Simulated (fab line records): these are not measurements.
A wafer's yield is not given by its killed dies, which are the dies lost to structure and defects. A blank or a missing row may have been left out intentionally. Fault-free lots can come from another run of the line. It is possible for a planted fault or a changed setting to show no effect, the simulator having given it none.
fab line records ; flow nand_harc
[record] lots = 13; wafers = 39; last_day = 24
route steps=1159 shown P_GATE@131 END@1159
lots that met no fault: from a run of the same line without faults
start_h: hours from the record's first day to the start of the lot's first wafer shown ; wait_h: how many hours have passed since the lot's step before this one ; " as in the row above ; L1.1+2: a row that stands for several wafers ; - no value present, or no start provided ; * or withheld: withheld ; < > ~ a bound
route shown NAME@n: a module of which the file shows steps, and the number in the route of the first ; usual: the fault-free wafers' mean and standard deviation ; same: alike in all rows ; chamber/n: place in a boat ; sites: readings site by site ; _std_site: how widely they spread, as a standard deviation ; _edge_site: the outer-site mean with the inner-site mean subtracted ; radius_mm: for every site, how far away it sits from the centre of the wafer ; mask NAME#n: copy n ; behind: tool/chamber where the wafer was last shaped ; hold: cause of the lot's hold/its duration in hours/its outcome ; device: the n, p or np transistor that did not switch ; end of line: the route-end tests of the same wafers ; where a step has no rows: the recipe by itself ; killed: dies lost to structure and defects at the first sort, not the wafer's yield ; map: per-die view of a wafer (x killed, . not killed, _ where there is no die)
set.NAME: the setting the step ran with; set.NAME@STEP: the setting that earlier step ran with ; model.NAME: the simulator's own value behind a step, which no gauge read
a sample of lots followed through the steps of the route, with each step as a table and each wafer as a row
services: the hour from which a tool's chamber was out of use, counted from the record's first day as start_h (under 0 if before that day), plus the number of hours and why
[[steps]]
[step NHARC_P_GATE_HM_DEP_102]
[recipe] target_thk_a = 1200; temp_c = 400; material = aC
[usual] throttle_valve_pct = 35.001/0.0076
lot.wafer;tool;chamber;start_h;wait_h;throttle_valve_pct
L373.2;acl_dep-03;0;82.77;0.5;34.997
L373.4;acl_dep-03;0;82.77;0.5;34.988
L373.6;acl_dep-03;0;82.77;0.5;35.011
L374.1;acl_dep-01;0;96.38;1.9;34.999
L374.3;acl_dep-01;0;96.38;1.9;34.992
L374.6;acl_dep-01;0;96.38;1.9;35.003
L377.3;acl_dep-03;0;109.13;1.5;34.978
L377.5;acl_dep-03;0;109.13;1.5;34.999
L377.6;acl_dep-03;0;109.13;1.5;35.001
L378.1;acl_dep-02;0;122.21;3.4;34.996
L378.2;acl_dep-02;0;122.21;3.4;35.007
L378.3;acl_dep-02;0;122.21;3.4;34.993
L384.1;acl_dep-01;0;155.68;0.4;35.000
L384.3;acl_dep-01;0;155.68;0.4;35.001
L384.5;acl_dep-01;0;155.68;0.4;35.004
L385.1;acl_dep-03;0;169.54;0.5;34.998
L385.3;acl_dep-03;0;169.54;0.5;35.004
L385.5;acl_dep-03;0;169.54;0.5;35.010
L387.1;acl_dep-01;0;178.42;4.3;34.990
L387.3;acl_dep-01;0;178.42;4.3;35.008
L387.6;acl_dep-01;0;178.42;4.3;34.999
L389.1;acl_dep-03;0;192.27;0.4;34.993
L389.2;acl_dep-03;0;192.27;0.4;34.998
L389.3;acl_dep-03;0;192.27;0.4;34.998
L390.4;acl_dep-02;0;200.15;0.7;35.008
L390.5;acl_dep-02;0;200.15;0.7;35.004
L390.6;acl_dep-02;0;200.15;0.7;35.000
L391.1;acl_dep-01;0;200.46;1.0;35.011
L391.2;acl_dep-01;0;200.46;1.0;35.024
L391.6;acl_dep-01;0;200.46;1.0;34.991
L393.1;acl_dep-02;0;200.48;1.0;34.997
L393.3;acl_dep-02;0;200.48;1.0;35.020
L393.5;acl_dep-02;0;200.48;1.0;34.999
L394.2;acl_dep-02;0;216.82;0.5;34.994
L394.3;acl_dep-02;0;216.82;0.5;35.003
L394.4;acl_dep-02;0;216.82;0.5;34.993
L396.2;acl_dep-01;0;224.20;0.5;35.003
L396.3;acl_dep-01;0;224.20;0.5;35.005
L396.6;acl_dep-01;0;224.20;0.5;34.990
[step NHARC_P_GATE_IMPLANT_49]
[recipe] energy_kev = 30; dose_cm2 = 3e+15; tilt_deg = 7
[usual] beam_energy_keV = 30.001/0.01; beam_on_s = 33.3/2.5; implant_ion_amu = 75/0
lot.wafer;tool;chamber;start_h;wait_h;beam_energy_keV;beam_on_s;implant_ion_amu
L373.2;implanter-01;0;96.56;0.2;30.006;34.5;75
L373.4;implanter-01;0;96.56;0.2;30.015;35.7;75
L373.6;implanter-01;0;96.56;0.2;30.015;35.2;75
L374.1;implanter-02;0;110.07;0.1;30.013;30.5;75
L374.3;implanter-02;0;110.07;0.1;30.015;30.2;75
L374.6;implanter-02;0;110.07;0.1;30.014;30.2;75
L377.3;implanter-02;0;124.49;0.2;30.006;30.3;75
L377.5;implanter-02;0;124.49;0.2;29.993;29.3;75
L377.6;implanter-02;0;124.49;0.2;29.999;29.9;75
L378.1;implanter-01;0;135.83;0.1;29.999;36.1;75
L378.2;implanter-01;0;135.83;0.1;29.991;35.0;75
L378.3;implanter-01;0;135.83;0.1;29.997;35.2;75
L384.1;implanter-01;-;169.58;0.1;-;-;-
L384.3;implanter-01;-;169.58;0.1;-;-;-
L384.5;implanter-01;-;169.58;0.1;-;-;-
L385.1;implanter-02;-;183.60;0.1;-;-;-
L385.3;implanter-02;-;183.60;0.1;-;-;-
L385.5;implanter-02;-;183.60;0.1;-;-;-
L387.1;implanter-02;0;194.20;0.1;29.993;30.2;75
L387.3;implanter-02;0;194.20;0.1;29.998;29.6;75
L387.6;implanter-02;0;194.20;0.1;29.999;30.3;75
L389.1;implanter-01;0;206.29;0.1;30.009;36.0;75
L389.2;implanter-01;0;206.29;0.1;30.003;34.0;75
L389.3;implanter-01;0;206.29;0.1;30.012;35.1;75
L390.4;implanter-01;0;213.89;0.2;30.003;35.3;75
L390.5;implanter-01;0;213.89;0.2;30.000;35.4;75
L390.6;implanter-01;0;213.89;0.2;30.012;35.2;75
L393.1;implanter-01;0;214.32;0.1;29.988;36.5;75
L393.3;implanter-01;0;214.32;0.1;29.994;35.6;75
L393.5;implanter-01;0;214.32;0.1;29.998;35.5;75
L391.1;implanter-01;0;219.75;0.1;29.993;35.2;75
L391.2;implanter-01;0;219.75;0.1;29.989;34.6;75
L391.6;implanter-01;0;219.75;0.1;30.016;36.2;75
L394.2;implanter-02;0;230.38;0.1;29.997;30.0;75
L394.3;implanter-02;0;230.38;0.1;30.018;29.9;75
L394.4;implanter-02;0;230.38;0.1;30.005;30.8;75
L396.2;implanter-01;0;237.71;0.2;30.013;35.9;75
L396.3;implanter-01;0;237.71;0.2;30.003;35.8;75
L396.6;implanter-01;0;237.71;0.2;29.993;35.0;75
[step NHARC_P_GATE_STRIP_113]
[recipe] power_w = 1500; temp_c = 110; time_s = 740; chemistry = N2/H2
[usual] drypump_motor_current_A = 5.3/0.36; heater_power_w = 85/5.9
lot.wafer;tool;chamber;start_h;wait_h;drypump_motor_current_A;heater_power_w;rf_hours_counter_h
L373.2;plasma_asher-02;0;100.25;0.3;5.9;96;28
L373.4;plasma_asher-02;0;100.25;0.3;5.8;95;-
L373.6;plasma_asher-02;0;100.25;0.3;5.8;92;-
L374.1;plasma_asher-01;0;114.24;0.6;5.5;91;2
L374.3;plasma_asher-01;0;114.24;0.6;5.6;89;-
L374.6;plasma_asher-01;0;114.24;0.6;5.6;88;-
L377.3;plasma_asher-01;1;128.66;0.5;5.0;75;-
L377.6;plasma_asher-01;0;128.66;0.5;5.5;90;-
L377.5;plasma_asher-01;1;128.66;0.5;5.0;77;-
L378.1;plasma_asher-01;1;139.51;0.2;5.0;76;11
L378.2;plasma_asher-01;0;139.51;0.2;5.6;90;11
L378.3;plasma_asher-01;0;139.51;0.2;5.6;87;-
L384.1;plasma_asher-02;1;179.82;0.3;5.1;85;53
L384.3;plasma_asher-02;1;179.82;0.3;5.1;85;-
L384.5;plasma_asher-02;1;179.82;0.3;5.1;83;-
L385.1;plasma_asher-01;1;187.43;0.3;4.9;74;28
L385.3;plasma_asher-01;1;187.43;0.3;4.9;78;-
L385.5;plasma_asher-01;1;187.43;0.3;4.9;75;-
L387.1;plasma_asher-01;0;198.09;0.3;5.6;90;33
L387.3;plasma_asher-01;1;198.09;0.3;4.9;77;-
L387.6;plasma_asher-01;0;198.09;0.3;5.6;89;-
L389.2;plasma_asher-01;0;209.98;0.2;5.6;90;37
L389.1;plasma_asher-01;1;209.98;0.2;4.9;75;37
L389.3;plasma_asher-01;1;209.98;0.2;5.0;76;-
L393.1;plasma_asher-02;0;218.15;0.3;5.8;86;8
L393.3;plasma_asher-02;0;218.15;0.3;5.8;85;-
L393.5;plasma_asher-02;0;218.15;0.3;5.9;88;-
L390.4;plasma_asher-01;1;218.29;0.8;5.0;77;-
L390.5;plasma_asher-01;1;218.29;0.8;4.9;76;-
L390.6;plasma_asher-01;0;218.29;0.8;5.5;90;-
L391.1;plasma_asher-01;0;223.46;0.2;5.5;88;43
L391.2;plasma_asher-01;1;223.46;0.2;4.9;76;43
L391.6;plasma_asher-01;0;223.46;0.2;5.5;90;-
L394.2;plasma_asher-02;0;234.60;0.2;5.8;87;14
L394.4;plasma_asher-02;0;234.60;0.2;5.8;87;-
L394.3;plasma_asher-02;1;234.60;0.2;5.1;84;-
L396.2;plasma_asher-01;1;241.40;0.2;4.9;76;49
L396.3;plasma_asher-01;1;241.40;0.2;4.9;77;-
L396.6;plasma_asher-01;0;241.40;0.2;5.5;88;-
[step NHARC_P_GATE_RTA_64]
[recipe] temp_c = 1050; time_s = 1
[usual] lamp_power_pct = 32.7/1.6; lamp_zone_4_pct = 32.7/1.6; lamp_zone_5_pct = 32.7/1.6; wafer_temp_C_max = 1055.4/1.8
lot.wafer;tool;chamber;start_h;wait_h;lamp_power_pct;lamp_zone_4_pct;lamp_zone_5_pct;wafer_temp_C_max
L373.2;rtp_anneal-01;0;101.44;-;33.9;34.0;33.9;1054.6
L373.4;rtp_anneal-01;0;101.44;-;34.1;33.9;34.0;1053.5
L373.6;rtp_anneal-01;0;101.44;-;34.0;34.0;34.0;1054.4
L374.1;rtp_anneal-01;0;115.41;-;33.9;34.0;33.9;1054.5
L374.3;rtp_anneal-01;0;115.41;-;33.9;33.9;33.9;1054.5
L374.6;rtp_anneal-01;0;115.41;-;33.9;33.9;33.9;1054.8
L377.3;rtp_anneal-01;0;129.64;-;34.0;34.0;34.0;1053.4
L377.5;rtp_anneal-01;0;129.64;-;33.9;33.9;34.0;1053.9
L377.6;rtp_anneal-01;0;129.64;-;34.0;33.9;33.9;1055.0
L378.1;rtp_anneal-01;0;140.80;-;33.9;33.9;34.0;1057.0
L378.2;rtp_anneal-01;0;140.80;-;33.9;33.9;34.0;1054.4
L378.3;rtp_anneal-01;0;140.80;-;34.0;33.9;33.9;1055.5
L384.1;rtp_anneal-01;0;180.97;-;34.0;34.0;34.0;1052.5
L384.3;rtp_anneal-01;0;180.97;-;34.0;34.0;34.0;1053.5
L384.5;rtp_anneal-01;0;180.97;-;33.9;34.0;33.9;1054.6
L385.1;rtp_anneal-01;0;188.58;-;34.0;34.0;34.0;1054.3
L385.3;rtp_anneal-01;0;188.58;-;34.0;34.1;34.0;1054.1
L385.5;rtp_anneal-01;0;188.58;-;34.0;34.0;34.0;1054.0
L387.1;rtp_anneal-01;0;199.47;-;33.8;33.9;33.8;1055.0
L387.3;rtp_anneal-01;0;199.47;-;33.9;33.9;33.9;1055.1
L387.6;rtp_anneal-01;0;199.47;-;33.9;33.9;33.9;1054.8
L389.1;rtp_anneal-01;0;211.31;-;33.9;34.0;34.0;1054.8
L389.2;rtp_anneal-01;0;211.31;-;34.0;34.0;34.0;1054.4
L389.3;rtp_anneal-01;0;211.31;-;33.9;34.0;34.0;1054.4
L390.4;rtp_anneal-02;0;219.43;-;30.7;30.7;30.7;1057.8
L390.5;rtp_anneal-02;0;219.43;-;30.7;30.7;30.7;1057.4
L390.6;rtp_anneal-02;0;219.43;-;30.7;30.7;30.7;1057.1
L393.1;rtp_anneal-02;0;219.51;-;30.7;30.7;30.6;1057.5
L393.3;rtp_anneal-02;0;219.51;-;30.7;30.6;30.6;1058.5
L393.5;rtp_anneal-02;0;219.51;-;30.6;30.7;30.7;1055.8
L391.1;rtp_anneal-02;0;224.75;-;30.7;30.7;30.7;1055.6
L391.2;rtp_anneal-02;0;224.75;-;30.7;30.7;30.7;1055.4
L391.6;rtp_anneal-02;0;224.75;-;30.6;30.6;30.7;1056.3
L394.2;rtp_anneal-01;0;235.91;-;34.0;34.1;33.9;1053.6
L394.3;rtp_anneal-01;0;235.91;-;34.0;34.0;34.0;1055.0
L394.4;rtp_anneal-01;0;235.91;-;33.9;34.0;34.0;1053.8
L396.2;rtp_anneal-01;0;242.71;-;34.0;33.9;34.0;1053.8
L396.3;rtp_anneal-01;0;242.71;-;34.0;34.0;34.0;1053.7
L396.6;rtp_anneal-01;0;242.71;-;34.0;34.0;33.9;1052.9
[step NHARC_END_SORT_01]
[recipe] temp_c = 25
[usual] killed_at_array = 29/11; killed_at_other = 0.6/0.92; killed_at_periphery = 3.2/2; killed_dies = 33/11; killed_open = 3.2/2; killed_short = 1.9/1.5
[same] gross_dies = 677
lot.wafer;tool;chamber;start_h;wait_h;killed_at_array;killed_at_other;killed_at_periphery;killed_dies;killed_open;killed_short
L384.1;prober-01;0;500.70;2.5;28;2;647;677;3;0
L384.3;prober-01;0;502.30;3.1;27;0;650;677;5;3
L384.5;prober-01;0;503.89;3.7;36;0;641;677;5;1
L385.1;prober-02;0;510.80;2.5;26;0;651;677;6;1
L385.3;prober-02;0;512.39;3.1;25;0;652;677;1;3
L385.5;prober-02;0;513.99;3.7;28;0;649;677;1;1
// killed by level:class
L384.1 P_GATE:area_implant=644 A_SLIT:chamber_film_flake=11 A_STAIRCASE:chamber_film_flake=7 A_CHANNEL_HOLE_D1:chamber_film_flake=5 A_CONTACT:chamber_film_flake=2 THIN_TSV:chamber_film_flake=2 P_M0:geometric_particle:open=1 A_ONON_D1:geometric_particle:open=1
L384.3 P_GATE:area_implant=644 A_SLIT:chamber_film_flake=11 A_CHANNEL_HOLE_D1:chamber_film_flake=3 A_WL_FILL:chamber_film_flake=3 P_M0:geometric_particle:open=2 P_M0:chamber_film_flake=2 A_STAIRCASE:chamber_film_flake=2 A_CONTACT:chamber_film_flake=2
L384.5 P_GATE:area_implant=635 A_SLIT:chamber_film_flake=18 A_CHANNEL_HOLE_D1:chamber_film_flake=5 A_STAIRCASE:chamber_film_flake=4 A_CONTACT:chamber_film_flake=4 P_M0:chamber_film_flake=2 P_STI:geometric_particle:open=1 P_M0:geometric_particle:open=1
L385.1 P_GATE:area_implant=646 A_SLIT:chamber_film_flake=9 A_CONTACT:chamber_film_flake=6 A_CHANNEL_HOLE_D1:chamber_film_flake=5 A_CONTACT:geometric_particle:open=2 A_WL_FILL:chamber_film_flake=2 P_STI:geometric_particle:open=1 P_STI:geometric_particle:short=1
L385.3 P_GATE:area_implant=650 A_SLIT:chamber_film_flake=9 A_CHANNEL_HOLE_D1:chamber_film_flake=4 A_CONTACT:chamber_film_flake=4 A_STAIRCASE:chamber_film_flake=3 A_WL_FILL:geometric_particle:short=2 A_CHANNEL_FILL_D1:geometric_particle:open=1 A_CHANNEL_FILL_D1:geometric_particle:short=1
L385.5 P_GATE:area_implant=645 A_SLIT:chamber_film_flake=11 A_CONTACT:chamber_film_flake=6 A_CHANNEL_HOLE_D1:chamber_film_flake=5 A_STAIRCASE:chamber_film_flake=4 P_ZERO_WELL:chamber_film_flake=2 P_M0:geometric_particle:short=1 A_CHANNEL_FILL_D1:geometric_particle:open=1
[[services]]
tool;chamber;start_h;hours;kind
implanter-01;-;83.36;1.0;repair
implanter-02;-;85.00;13.0;pm
plasma_asher-01;-;99.00;9.0;pm
plasma_asher-01;0;99.00;9.0;vent_cycle
plasma_asher-01;1;99.00;9.0;vent_cycle
plasma_asher-01;0;108.00;-;clean
plasma_asher-01;1;108.00;-;clean
acl_dep-01;-;111.00;13.0;pm
plasma_asher-02;-;112.98;6.5;repair
implanter-01;-;125.22;1.1;repair
acl_dep-02;-;168.18;13.0;pm
implanter-01;-;170.91;15.0;repair
implanter-02;-;170.95;6.4;repair
plasma_asher-02;-;183.40;9.0;pm
plasma_asher-02;0;183.40;9.0;vent_cycle
plasma_asher-02;1;183.40;9.0;vent_cycle
plasma_asher-02;0;192.40;-;clean
plasma_asher-02;1;192.40;-;clean
acl_dep-03;-;223.37;13.0;pm
implanter-01;-;239.08;3.5;repair
[[key]]
[first_sign] step = NHARC_P_GATE_IMPLANT_49; reading = tool_record; direction = missing
[effect] step = NHARC_END_SORT_01; reading = killed_at_periphery; direction = up; sigmas = 99+; usual = 3.2; struck = 648.3
[more_kills_born_at] NHARC_P_GATE_IMPLANT_49@implanter-02 = 1941; NHARC_P_GATE_IMPLANT_49@implanter-01 = 1923
met_at NHARC_P_GATE_IMPLANT_49
struck_lots L384,L385
later_rows_left_out L384.1,L384.3,L384.5,L385.1,L385.3,L385.5
tester_left_out L384,L385
not_acting_at NHARC_P_GATE_HM_DEP_102,NHARC_P_GATE_STRIP_113,NHARC_P_GATE_RTA_64
onset_between 135.83 169.58
[fault] kind = skipped_step_whole; tool = implanter-01,implanter-02; chamber = -; onset_h = 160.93; steps = NHARC_P_GATE_IMPLANT_49; scope = struck_lots_only
// tester_left_out: of these lots the tester's yield and bins aren't shown, on N5 and GAA mostly nor the transistor test; their killed dies are dies lost to structure and defects alone, not to doping, threshold or leakage, so they don't give the yield
// later_rows_left_out: the simulator's readings of these wafers behind a module that went badly wrong aren't trusted and aren't shown, but for the sort
